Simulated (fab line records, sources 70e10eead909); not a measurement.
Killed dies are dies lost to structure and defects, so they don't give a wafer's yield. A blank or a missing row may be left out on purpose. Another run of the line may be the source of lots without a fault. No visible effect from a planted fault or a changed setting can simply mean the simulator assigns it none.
Which tool did it? ; flow nand harc ; 10 lots, 30 wafers sampled, at 6 steps of a route of 1159

WHAT THE GAUGES SHOWED, per wafer
NHARC_A_CHANNEL_HOLE_D1_INSPECT_40. Usual: 59 for raw defect count, sd 17.
lot;measured;on;raw defect count;flag
L300;day 8 13:50;defect inspect-02;61 78 93;
L299;day 8 15:29;defect inspect-02;73 53 71;
L303;day 9 16:25;defect inspect-02;76 89 71;
L308;day 10 14:08;defect inspect-01;947 59 951;OFF
L312;day 11 10:38;defect inspect-02;57 45 70;
L314;day 12 09:08;defect inspect-01;66 49 58;
L316;day 12 17:47;defect inspect-02;87 78 74;
L318;day 13 12:32;defect inspect-01;67 32 48;
L320;day 13 16:34;defect inspect-01;86 76 76;
L321;day 13 23:30;defect inspect-01;37 67 61;

NHARC_END_SORT_01. Usual: killed at array 27, standard deviation 9.9; killed at other 0.6, standard deviation 0.84; killed at periphery 3.7, standard deviation 2.5; killed dies 31, standard deviation 9.9; killed open 3.0, standard deviation 1.6; killed short 1.9, standard deviation 1.2.
lot;measured;on;killed at array;killed at other;killed at periphery;killed dies;killed open;killed short;flag
L308;day 22 05:56;prober-02;51 15 54;0 1 1;6 5 12;57 21 67;4 2 4;3 3 2;
L316;day 23 13:24;prober-02;35 20 20;2 0 3;0 2 2;37 22 25;1 4 3;3 3 1;

TOOL THAT RAN EACH LOT (tool first, then ch and the chambers of the sampled wafers, then the start)
lot;NHARC_A_CHANNEL_HOLE_D1_DESCUM_15;NHARC_A_CHANNEL_HOLE_D1_ETCH_39;NHARC_A_CHANNEL_HOLE_D1_ETCH_34;NHARC_A_CHANNEL_HOLE_D1_ETCH_21
L300;rie diel-13 ch 0,1,2, day 8 06:56;rie diel-13 ch 0,2,3, day 8 07:21 or earlier;rie diel-13 ch 0,1, day 8 07:21;har etch-02 ch 0,1, day 8 08:32
L299;rie diel-09 ch 0,1, day 8 08:35;rie diel-09 ch 1,3, day 8 09:02 or earlier;rie diel-09 ch 0,1,2, day 8 09:02;har etch-01 ch 0,1, day 8 10:21
L303;rie diel-11 ch 0,3, day 9 09:31;rie diel-11 ch 2,3, day 9 09:57 or earlier;rie diel-11 ch 0,2,3, day 9 09:57;har etch-01 ch 0,1, day 9 11:08
L308;rie diel-11 ch 1,2,3, day 10 07:05;rie diel-11 ch 1,2, day 10 07:35 or earlier;rie diel-11 ch 1,3, day 10 07:35;har etch-02 ch 0,1, day 10 08:53
L312;rie diel-09 ch 0,1,3, day 11 03:47;rie diel-09 ch 0,1,3, day 11 04:13 or earlier;rie diel-09 ch 1,2,3, day 11 04:13;har etch-02 ch 0,1, day 11 05:23
L314;rie diel-13 ch 0,2,3, day 12 02:05;rie diel-13 ch 0,1,3, day 12 02:31 or earlier;rie diel-13 ch 0,1, day 12 02:31;har etch-02 ch 1, day 12 03:41
L316;rie diel-09 ch 1,2,3, day 12 10:42;rie diel-09 ch 1,2, day 12 11:13 or earlier;rie diel-09 ch 2,3, day 12 11:13;har etch-01 ch 0,1, day 12 12:31
L318;rie diel-09 ch 0,1,3, day 13 05:37;rie diel-09 ch 0,1,3, day 13 06:03 or earlier;rie diel-09 ch 0,2,3, day 13 06:03;har etch-02 ch 0,1, day 13 07:14
L320;rie diel-13 ch 1,2, day 13 09:40;rie diel-13 ch 0,1,2, day 13 10:06 or earlier;rie diel-13 ch 0,2,3, day 13 10:06;har etch-01 ch 1, day 13 11:21
L321;rie diel-13 ch 0,2,3, day 13 16:38;rie diel-13 ch 1,2,3, day 13 17:02 or earlier;rie diel-13 ch 0,3, day 13 17:02;har etch-02 ch 0,1, day 13 18:13
- NHARC_A_CHANNEL_HOLE_D1_DESCUM_15: chemistry O2, time 3 s.
- NHARC_A_CHANNEL_HOLE_D1_ETCH_39: etches the open film in N2/H2, target depth 260 nm, time 325 s.
- NHARC_A_CHANNEL_HOLE_D1_ETCH_34: etches the open film in CF4/CHF3, target depth 154 nm, time 77 s.
- NHARC_A_CHANNEL_HOLE_D1_ETCH_21: etches the open film in C4F8/O2/Ar, time 514.3 s, target depth 1600 nm.

AS READ BY THE TOOLS THEMSELVES (means over the sampled wafers that have a number; for cases with no such wafer, the mark the record gives instead)
NHARC_A_CHANNEL_HOLE_D1_DESCUM_15. Usual: drypump motor current A 5.6 A, standard deviation 0.46; mfc ar sccm 0.010 sccm, standard deviation 0.01; oes product au 0.994 a.u., standard deviation 0.011; rf vpp V 57.8 V, standard deviation 0.89; showerhead plenum p Torr 1.92 Torr, standard deviation 0.097; throttle valve pct 11.311 %, standard deviation 0.0073.
lot;tool;drypump motor current A (A);mfc ar sccm (sccm);oes product au (a.u.);rf vpp V (V);showerhead plenum p Torr (Torr);throttle valve pct (%);flag
L300;rie diel-13;5.5;0.014;0.994;58.7;1.99;11.310;
L299;rie diel-09;6.4;0.007;0.984;58.1;1.96;11.309;
L303;rie diel-11;5.3;0.022;1.001;57.7;1.98;11.308;
L308;rie diel-11;5.3;0.010;0.997;56.8;1.83;11.315;
L312;rie diel-09;6.1;0.007;0.993;58.2;1.90;11.302;
L314;rie diel-13;5.7;0.006;0.995;57.9;1.95;11.300;
L316;rie diel-09;5.7;0.000;1.002;58.6;1.96;11.307;
L318;rie diel-09;6.1;0.007;1.004;57.7;1.90;11.310;
L320;rie diel-13;5.7;0.015;0.986;57.9;2.01;11.316;
L321;rie diel-13;5.7;0.006;0.998;59.0;1.95;11.313;

NHARC_A_CHANNEL_HOLE_D1_ETCH_39. Usual: drypump motor current A 5.6 A, standard deviation 0.45; mfc ar sccm 0.010 sccm, standard deviation 0.01; oes product au 0.993 a.u., standard deviation 0.01; rf vpp V 430 V, standard deviation 3.1; showerhead plenum p Torr 2.04 Torr, standard deviation 0.11; throttle valve pct 14.170 %, standard deviation 0.0079.
lot;tool;drypump motor current A (A);mfc ar sccm (sccm);oes product au (a.u.);rf vpp V (V);showerhead plenum p Torr (Torr);throttle valve pct (%);flag
L300;rie diel-13;5.7;0.006;0.996;432;2.08;14.164;
L299;rie diel-09;5.8;0.000;0.989;430;2.03;14.167;
L303;rie diel-11;5.5;0.017;0.998;428;1.95;14.172;
L308;rie diel-11;5.2;0.014;0.993;428;1.94;14.179;
L312;rie diel-09;6.1;0.007;0.988;430;2.02;14.166;
L314;rie diel-13;5.5;0.010;0.992;430;2.02;14.165;
L316;rie diel-09;5.6;0.000;0.987;433;2.15;14.172;
L318;rie diel-09;6.1;0.007;0.998;429;2.02;14.175;
L320;rie diel-13;5.5;0.014;0.996;433;2.12;14.166;
L321;rie diel-13;5.6;0.012;1.000;431;2.05;14.170;

NHARC_A_CHANNEL_HOLE_D1_ETCH_34. Usual: drypump motor current A 5.5 A, standard deviation 0.46; mfc ar sccm 0.010 sccm, standard deviation 0.01; oes product au 0.944 a.u., standard deviation 0.026; rf vpp V 370.7 V, standard deviation 2.6; showerhead plenum p Torr 1.58 Torr, standard deviation 0.075; throttle valve pct 16.803 %, standard deviation 0.0093.
lot;tool;drypump motor current A (A);mfc ar sccm (sccm);oes product au (a.u.);rf vpp V (V);showerhead plenum p Torr (Torr);throttle valve pct (%);flag
L300;rie diel-13;5.3;0.013;0.921;371.6;1.61;16.797;
L299;rie diel-09;6.0;0.007;0.920;371.1;1.61;16.802;
L303;rie diel-11;5.4;0.019;0.969;369.8;1.56;16.804;
L308;rie diel-11;5.2;0.003;0.914;367.7;1.50;16.806;
L312;rie diel-09;5.7;0.000;0.916;372.3;1.61;16.803;
L314;rie diel-13;5.3;0.018;0.925;370.3;1.59;16.796;
L316;rie diel-09;5.4;0.000;0.968;370.3;1.56;16.808;
L318;rie diel-09;5.7;0.007;0.972;370.0;1.56;16.808;
L320;rie diel-13;5.7;0.006;0.972;371.1;1.60;16.802;
L321;rie diel-13;5.5;0.005;0.984;371.1;1.58;16.810;

NHARC_A_CHANNEL_HOLE_D1_ETCH_21. Usual: drypump motor current A 5.7 A, standard deviation 0.45; mfc ar sccm 374.8 sccm, standard deviation 1.2; showerhead plenum p Torr 3.67 Torr, standard deviation 0.074; throttle valve pct 32.155 %, standard deviation 0.0092.
lot;tool;drypump motor current A (A);mfc ar sccm (sccm);showerhead plenum p Torr (Torr);throttle valve pct (%);flag
L300;har etch-02;5.4;375.4;3.63;32.157;
L299;har etch-01;5.8;373.9;3.71;32.163;
L303;har etch-01;5.9;375.4;3.69;32.163;
L308;har etch-02;5.4;375.4;3.62;32.162;
L312;har etch-02;5.8;375.2;3.68;32.158;
L314;har etch-02;6.2;375.2;3.74;32.148;
L316;har etch-01;5.8;374.1;3.69;32.145;
L318;har etch-02;5.4;374.4;3.60;32.157;
L320;har etch-01;5.9;374.2;3.64;32.139;
L321;har etch-02;5.8;374.1;3.67;32.155;

THE ANSWER, worked out from the rows above alone
Rule: lot off if the mean of its wafers having a number is beyond 3 standard deviations from the usual mean. Also off: a lot with no number at a reading for which 4 or more lots have one. Where the step has rows for the other lots, those lots are counted as sound. First the gauges in route order, then the tools' own readings, where a lot's mean is used as printed above. The first step at which some lot is off is used, and at that step the reading that is off furthest; a lot without a number counts as furthest.
Off: L308, at NHARC_A_CHANNEL_HOLE_D1_INSPECT_40 (raw defect count).
If a tool, at a process step before that reading, ran all the lots that are off and no sound lot after the first of them, it fits. Those tools and the gauges at NHARC_A_CHANNEL_HOLE_D1_INSPECT_40 are tried in the same way. NHARC_A_CHANNEL_HOLE_D1_ETCH_39 gives no start for some lots, so the hours and the order of its lots are those of NHARC_A_CHANNEL_HOLE_D1_ETCH_34. One candidate fits, namely rie diel-11 at NHARC_A_CHANNEL_HOLE_D1_DESCUM_15 and NHARC_A_CHANNEL_HOLE_D1_ETCH_39 and NHARC_A_CHANNEL_HOLE_D1_ETCH_34. At NHARC_A_CHANNEL_HOLE_D1_DESCUM_15 its last sound lot is L303 (day 9 09:31), its first lot that is off L308 (day 10 07:05): a fault that began between those two fits.

WHAT THE SIMULATOR HAD INSERTED
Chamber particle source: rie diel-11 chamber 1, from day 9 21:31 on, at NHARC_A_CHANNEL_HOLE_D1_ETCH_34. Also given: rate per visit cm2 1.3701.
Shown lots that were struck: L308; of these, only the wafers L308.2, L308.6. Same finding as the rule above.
